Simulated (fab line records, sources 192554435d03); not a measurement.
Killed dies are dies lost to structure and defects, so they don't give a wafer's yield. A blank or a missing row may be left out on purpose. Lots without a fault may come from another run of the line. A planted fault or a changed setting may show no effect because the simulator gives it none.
Split-lot experiment | flow n5_finfet | 7 lots, 21 wafers read, on a route of 1938 steps

THE SPLIT
At N5_SDB_EXPOSE_08 (exposes mask SDB), the setting dose_mj was moved away from the recipe's 49.6 on 10 of the 21 wafers read, by -2.0% to +5.8%. The other wafers ran this setting at the recipe's value.

FROM THE SPLIT TO THE READING: what the file shows between them, 2 steps
- N5_SDB_PEB_09: peb time 60 s
- N5_SDB_DEVELOP_10: develop time 30 s

THE READING
cd_nm, in nm, at N5_SDB_CD_MEAS_11 (target cd 50 nm). Fault-free wafers of this fab line usually give 50.9 nm, standard deviation 1.3 nm.

wafer  | tool, chamber at the split | dose_mj as run | against the recipe | cd_nm, nm | against lot-mates on the recipe
L074.2 | arfi_scanner-02, 0         | 50.83          | +2.5%              | 51.7      | +2.6
L074.3 | arfi_scanner-02, 0         | 50.83          | +2.5%              | 53.6      | +4.5
L074.4 | arfi_scanner-02, 0         | 49.6           | recipe             | 49.1      | -
L085.2 | arfi_scanner-01, 0         | 48.6           | -2.0%              | 49.5      | -2.0
L085.3 | arfi_scanner-01, 0         | 48.6           | -2.0%              | 49.1      | -2.4
L085.4 | arfi_scanner-01, 0         | 49.6           | recipe             | 51.5      | -
L086.1 | arfi_scanner-01, 0         | 49.6           | recipe             | 51.8      | -
L086.4 | arfi_scanner-01, 0         | 52.43          | +5.7%              | 57.7      | +5.9
L086.6 | arfi_scanner-01, 0         | 52.43          | +5.7%              | 57.9      | +6.1
L088.3 | arfi_scanner-02, 0         | 49.6           | recipe             | 51.0      | -
L088.4 | arfi_scanner-02, 0         | 49.6           | recipe             | 49.9      | -
L088.5 | arfi_scanner-02, 0         | 49.6           | recipe             | 51.9      | -
L091.1 | arfi_scanner-03, 0         | 49.6           | recipe             | 49.2      | -
L091.4 | arfi_scanner-03, 0         | 49.6           | recipe             | 49.6      | -
L091.5 | arfi_scanner-03, 0         | 49.6           | recipe             | 49.4      | -
L092.3 | arfi_scanner-03, 0         | 52.14          | +5.1%              | 60.0      | +8.3
L092.5 | arfi_scanner-03, 0         | 49.6           | recipe             | 51.7      | -
L092.6 | arfi_scanner-03, 0         | 52.14          | +5.1%              | 56.8      | +5.1
L095.2 | arfi_scanner-02, 0         | 52.47          | +5.8%              | 59.1      | +8.7
L095.3 | arfi_scanner-02, 0         | 49.6           | recipe             | 50.4      | -
L095.5 | arfi_scanner-02, 0         | 52.47          | +5.8%              | 58.2      | +7.8

THE FIT
A straight line over all 21 wafers: cd_nm changes by +1.31 nm for each +1% of dose_mj; r = +0.95; the points scatter about the line by 1.2 nm.
The same after taking each lot's own level away (the mean of its wafers on the recipe; 21 wafers): +1.25 nm for each +1%; r = +0.97; scatter 0.88 nm.
On that fit, the largest move of dose_mj shifts the reading by 7.2 nm.
The lots' own levels span 49.10 to 51.80 nm, that is 2.1 times the standard deviation above.
So the lot-to-lot level changes the slope little: the two slopes agree.
Check: with one of the wafers moved furthest among these (+5.8%) left out of the fit, the line predicts +7.05 nm for it against its lot-mates. It came out at +8.7 nm against them.

OTHER SPLITS ON THESE WAFERS
These wafers also went through other splits before the reading. Each is held against what the fit with the lots' levels taken away leaves over:
other split on the same wafers       | wafers away from the commonest value | r with cd_nm (lot level and that fit taken away)
N5_SD_EPI_N_EPI_21 epi_growth_time_s | 3                                    | +0.15
N5_SDB_COAT_03 spin_rpm              | 7                                    | +0.44

THE FILE'S OWN FIT
cd_nm changes by +1.27 nm for each +1% of dose_mj, r = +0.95.
